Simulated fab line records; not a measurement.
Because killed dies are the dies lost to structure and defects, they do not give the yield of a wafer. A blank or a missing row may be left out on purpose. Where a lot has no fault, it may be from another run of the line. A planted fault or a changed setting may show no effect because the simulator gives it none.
Chamber matching / flow nand-harc / NHARC_A_M1_CMP_23 on cmp-01: 4 sister chambers
The step polishes, t overpolish 20 s, target thk 154.34 nm. 16 wafers are shown with their chamber, then 8 later ones without.

WAFERS PAIRED WITH THEIR CHAMBERS
wafer=L847.1; chamber=0; motor-current-A (A)=12.3; slurry-filter-dp-kPa (kPa)=13.50; time-to-endpoint-s (s)=32.2
wafer=L847.2; chamber=1; motor-current-A (A)=9.9; slurry-filter-dp-kPa (kPa)=13.40; time-to-endpoint-s (s)=31.3
wafer=L847.3; chamber=2; motor-current-A (A)=12.8; slurry-filter-dp-kPa (kPa)=13.59; time-to-endpoint-s (s)=30.3
wafer=L849.2; chamber=0; motor-current-A (A)=12.5; slurry-filter-dp-kPa (kPa)=13.77; time-to-endpoint-s (s)=32.6
wafer=L849.3; chamber=3; motor-current-A (A)=12.9; slurry-filter-dp-kPa (kPa)=13.41; time-to-endpoint-s (s)=30.6
wafer=L849.6; chamber=0; motor-current-A (A)=13.0; slurry-filter-dp-kPa (kPa)=13.55; time-to-endpoint-s (s)=31.4
wafer=L851.1; chamber=0; motor-current-A (A)=12.1; slurry-filter-dp-kPa (kPa)=13.45; time-to-endpoint-s (s)=29.5
wafer=L851.2; chamber=1; motor-current-A (A)=9.9; slurry-filter-dp-kPa (kPa)=13.56; time-to-endpoint-s (s)=27.4
wafer=L851.3; chamber=2; motor-current-A (A)=13.0; slurry-filter-dp-kPa (kPa)=13.52; time-to-endpoint-s (s)=26.7
wafer=L856.2; chamber=1; motor-current-A (A)=10.1; slurry-filter-dp-kPa (kPa)=13.44; time-to-endpoint-s (s)=26.1
wafer=L856.5; chamber=1; motor-current-A (A)=9.5; slurry-filter-dp-kPa (kPa)=13.28; time-to-endpoint-s (s)=26.5
wafer=L856.6; chamber=2; motor-current-A (A)=12.5; slurry-filter-dp-kPa (kPa)=13.61; time-to-endpoint-s (s)=28.7
wafer=L860.2; chamber=1; motor-current-A (A)=10.1; slurry-filter-dp-kPa (kPa)=13.33; time-to-endpoint-s (s)=29.7
wafer=L860.5; chamber=0; motor-current-A (A)=12.1; slurry-filter-dp-kPa (kPa)=13.49; time-to-endpoint-s (s)=31.8
wafer=L860.6; chamber=1; motor-current-A (A)=9.8; slurry-filter-dp-kPa (kPa)=13.45; time-to-endpoint-s (s)=31.3
wafer=L861.1; chamber=1; motor-current-A (A)=10.1; slurry-filter-dp-kPa (kPa)=13.42; time-to-endpoint-s (s)=27.3

SIGNATURES (averages over the wafers above)
reading=motor-current-A; chamber 0=12.400; chamber 1=9.914; chamber 2=12.767; chamber 3=12.900; scatter within a chamber=0.285
reading=slurry-filter-dp-kPa; chamber 0=13.5520; chamber 1=13.4114; chamber 2=13.5733; chamber 3=13.4100; scatter within a chamber=0.0989
reading=time-to-endpoint-s; chamber 0=31.500; chamber 1=28.514; chamber 2=28.567; chamber 3=30.600; scatter within a chamber=1.87
Rule: for a wafer and a chamber, the distance is found by dividing, reading by reading, the gap between the wafer's reading and the chamber's mean by the reading's scatter, squaring, summing and taking the root. If the next closest chamber is less than 2 further off than the closest, the wafer can't be placed; otherwise it belongs to the closest. How the scatter is found: for the shown wafers, subtract from each reading the mean of its chamber, square and add these, divide the total by (wafers less chambers), then take the root.

WAFERS WITH NO CHAMBER GIVEN
wafer=L861.2; motor-current-A (A)=12.7; slurry-filter-dp-kPa (kPa)=13.49; time-to-endpoint-s (s)=32.4
wafer=L861.4; motor-current-A (A)=12.3; slurry-filter-dp-kPa (kPa)=13.55; time-to-endpoint-s (s)=31.9
wafer=L868.2; motor-current-A (A)=12.9; slurry-filter-dp-kPa (kPa)=13.42; time-to-endpoint-s (s)=29.9
wafer=L868.3; motor-current-A (A)=12.7; slurry-filter-dp-kPa (kPa)=13.41; time-to-endpoint-s (s)=33.0
wafer=L868.4; motor-current-A (A)=10.1; slurry-filter-dp-kPa (kPa)=13.31; time-to-endpoint-s (s)=27.4
wafer=L867.2; motor-current-A (A)=10.5; slurry-filter-dp-kPa (kPa)=13.36; time-to-endpoint-s (s)=31.3
wafer=L867.3; motor-current-A (A)=12.2; slurry-filter-dp-kPa (kPa)=13.19; time-to-endpoint-s (s)=31.5
wafer=L867.6; motor-current-A (A)=9.7; slurry-filter-dp-kPa (kPa)=13.21; time-to-endpoint-s (s)=30.4

CHAMBER TAKEN BY EACH
wafer=L861.2; from the rows above=can't be placed: 0 or 3 or 2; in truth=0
wafer=L861.4; from the rows above=0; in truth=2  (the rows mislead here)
wafer=L868.2; from the rows above=can't be placed: 3 or 2 or 0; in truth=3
wafer=L868.3; from the rows above=can't be placed: 3 or 0 or 2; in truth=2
wafer=L868.4; from the rows above=1; in truth=1
wafer=L867.2; from the rows above=1; in truth=1
wafer=L867.3; from the rows above=can't be placed: 3 or 0 or 2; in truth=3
wafer=L867.6; from the rows above=1; in truth=1
Placed correctly: 3 of 8. Not placeable from these rows: 4 (in 4, the candidates include the true chamber). Number placed wrongly: 1.
